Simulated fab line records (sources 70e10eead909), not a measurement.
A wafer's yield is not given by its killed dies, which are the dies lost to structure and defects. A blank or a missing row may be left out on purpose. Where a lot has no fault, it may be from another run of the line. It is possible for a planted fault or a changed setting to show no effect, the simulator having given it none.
Matching of chambers	flow nand_harc	4 sister chambers for NHARC_P_CONTACT_CMP_01 on cmp-03
The step polishes SiO2, target thk 200 nm. 24 wafers are shown with their chamber, then 12 later ones without.

## EACH WAFER AND ITS CHAMBER
wafer	chamber	motor_current_A (A)	slurry_flow_ml_min
L076.4	3	11.6	150.7
L076.5	1	13.8	150.3
L076.6	0	11.5	150.0
L075.1	1	14.0	150.1
L075.2	2	10.2	149.6
L075.6	2	10.8	150.2
L078.2	1	14.0	149.3
L078.4	2	10.8	150.3
L078.5	1	14.3	149.8
L080.4	1	14.4	150.1
L080.5	3	11.6	150.2
L080.6	2	10.3	149.4
L086.3	1	14.8	150.1
L086.4	2	10.4	150.4
L086.5	3	12.1	149.7
L088.1	2	10.3	149.9
L088.5	3	11.8	150.5
L088.6	2	10.4	150.0
L089.1	0	11.3	150.7
L089.4	1	13.5	149.3
L089.5	2	10.8	149.9
L090.1	1	14.1	150.0
L090.5	3	11.7	149.6
L090.6	0	11.5	149.5

SIGNATURES (averages over the wafers above)
reading	chamber 0	chamber 1	chamber 2	chamber 3	scatter within a chamber
motor_current_A	11.433	14.113	10.500	11.760	0.296
slurry_flow_ml_min	150.067	149.875	149.963	150.140	0.418
Rule: a wafer's distance from a chamber is the root of the sum, over the readings, of the square of ((its reading less the chamber's mean) divided by the reading's scatter). If the next closest chamber is less than 2 further off than the closest, the wafer can't be placed; otherwise it belongs to the closest. The scatter: take each reading less its chamber's mean, square it, sum over the shown wafers, divide by the number of wafers less the number of chambers, and take the root.

## WAFERS MISSING THEIR CHAMBER
wafer	motor_current_A (A)	slurry_flow_ml_min
L091.1	11.5	150.3
L091.4	14.4	149.6
L091.5	11.9	150.3
L092.1	10.4	150.3
L092.3	13.6	149.7
L092.5	14.4	149.5
L095.1	10.4	150.2
L095.4	11.6	149.5
L095.5	11.3	150.8
L097.1	10.5	150.0
L097.2	11.4	150.6
L097.3	13.1	149.3

## CHAMBER TAKEN BY EACH
wafer	from the rows above	in truth
L091.1	can't be placed: 0 or 3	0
L091.4	1	1
L091.5	can't be placed: 3 or 0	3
L092.1	2	2
L092.3	1	1
L092.5	1	1
L095.1	2	2
L095.4	can't be placed: 0 or 3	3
L095.5	can't be placed: 0 or 3 or 2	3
L097.1	2	2
L097.2	can't be placed: 0 or 3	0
L097.3	can't be placed: 1 or 3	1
6 of 12 placed correctly. Can't be placed from these rows: 6 (the true chamber is among the candidates in 6). 0 placed wrongly.
